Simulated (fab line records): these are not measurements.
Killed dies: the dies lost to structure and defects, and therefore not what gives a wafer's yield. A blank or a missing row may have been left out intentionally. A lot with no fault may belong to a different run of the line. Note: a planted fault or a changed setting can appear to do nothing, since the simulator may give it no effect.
Code-filled problem report in 8D (eight disciplines) form	flow nand-harc	the parts of the form that need people (team, actions taken, sign-off) are left out

1. WHAT WENT WRONG
On 2 wafers of 1 lot, killed-dies at NHARC_END_SORT_01 has a mean of 309; fault-free wafers read 31, standard deviation 12. Relative to the usual mean, that is a shift of +23 standard deviations.
First seen on wafer L850.2, day 25 11:40, on prober-02. At this step, 18 wafers from 6 lots have a number in the record. Rule for "out" (also "out of limits"): further than 4 standard deviations from the usual mean. The rest of the wafers with a number are treated as sound.

2. WHAT IT IS; WHAT IT IS NOT
question	is	is not
which readings at this step	killed-dies, killed-at-array	killed-at-other, killed-at-periphery, killed-open, killed-short
which lots	L850	L840, L847, L854, L856, L858
which wafers of those lots	L850.2, L850.4	L850.3
read on which gauges	prober-02	prober-01
when	from day 25 11:40	up to then (6 sound wafers); but 10 sound wafers of L850, L854, L856, L858 came after

3. SUSPECTS, AND WHAT RULES EACH OUT
Counting: a tool at a process step up to the reading stays a suspect if it ran every lot that is out. Sound lots after the first of them don't rule it out here, since some wafers of a struck lot are sound.
- the gauge at NHARC_END_SORT_01: ruled out. All the wafers that are out were read on prober-02, but those of them that NHARC_A_CONTACT_ETCH_77 has rows for are out there too, on other tools.
- rie-diel-07 at NHARC_A_CONTACT_ETCH_77 (etches the open film in CF4/CHF3, target depth 72.6 nm, time 36.3 s): kept. It ran the lot that is out, L850 (day 20 00:46). Out on those wafers are its own readings of run-length-s.
- har-cap-etch-03 at NHARC_A_CONTACT_ETCH_124 (etches the open film in C4F8/O2/Ar, time 140 s, target depth 700 nm): kept. It ran the lot that is out, L850 (day 20 01:31).
- har-cap-etch-03 at NHARC_A_CONTACT_ETCH_126 (etches the open film in C4F8/O2/Ar, time 155 s, target depth 956 nm): kept. It ran the lot that is out, L850 (day 20 01:51).
- Within rie-diel-07 at NHARC_A_CONTACT_ETCH_77, the wafers that are out were processed in chamber 3 and their sound lot-mates in chamber 1.
After the count, these remain: rie-diel-07 at NHARC_A_CONTACT_ETCH_77, har-cap-etch-03 at NHARC_A_CONTACT_ETCH_124 and har-cap-etch-03 at NHARC_A_CONTACT_ETCH_126.

4. THE CAUSE (what the simulator had put in)
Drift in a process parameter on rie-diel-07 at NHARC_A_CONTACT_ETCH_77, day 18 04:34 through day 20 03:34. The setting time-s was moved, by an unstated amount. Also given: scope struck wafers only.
3 suspects survive the count, and this tool is in that group.

5. SEQUENCE OF EFFECTS, ordered by route
Each row: a reading whose mean over the struck wafers that have a number lies more than 3 standard deviations from the usual. Scope: only readings with a usual standard deviation given in the record; hours: median across lots of the time from each lot's start at the first step in this table that gives one to its start at this step; sigmas: change in usual standard deviations.
hours	step	reading	usual	on struck wafers	change	sigmas
0	NHARC_A_CONTACT_ETCH_77	run-length-s	57.1 s	48.6	-8.5	-23
131	NHARC_END_SORT_01	killed-at-array	27	304	+277	+23
131	NHARC_END_SORT_01	killed-dies	31	309	+278	+23
The process steps in it:
- NHARC_A_CONTACT_ETCH_77: etches the open film in CF4/CHF3, target depth 72.6 nm, time 36.3 s.

6. WHAT WOULD HAVE CAUGHT IT SOONER
175 hours passed between the start of the fault at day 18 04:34 and the first reading out of limits at a measuring or inspecting step in this record, taken at day 25 11:40.
At NHARC_A_CONTACT_ETCH_77, the tool's own readings (run-length-s) were out on each struck wafer the step has a row for, so an alarm limit on them would have fired on the first such wafer.
Lots out: 1; all had begun NHARC_A_CONTACT_ETCH_77 on rie-diel-07 by day 25 11:40. Tool hold at that time: it would have spared none of them.
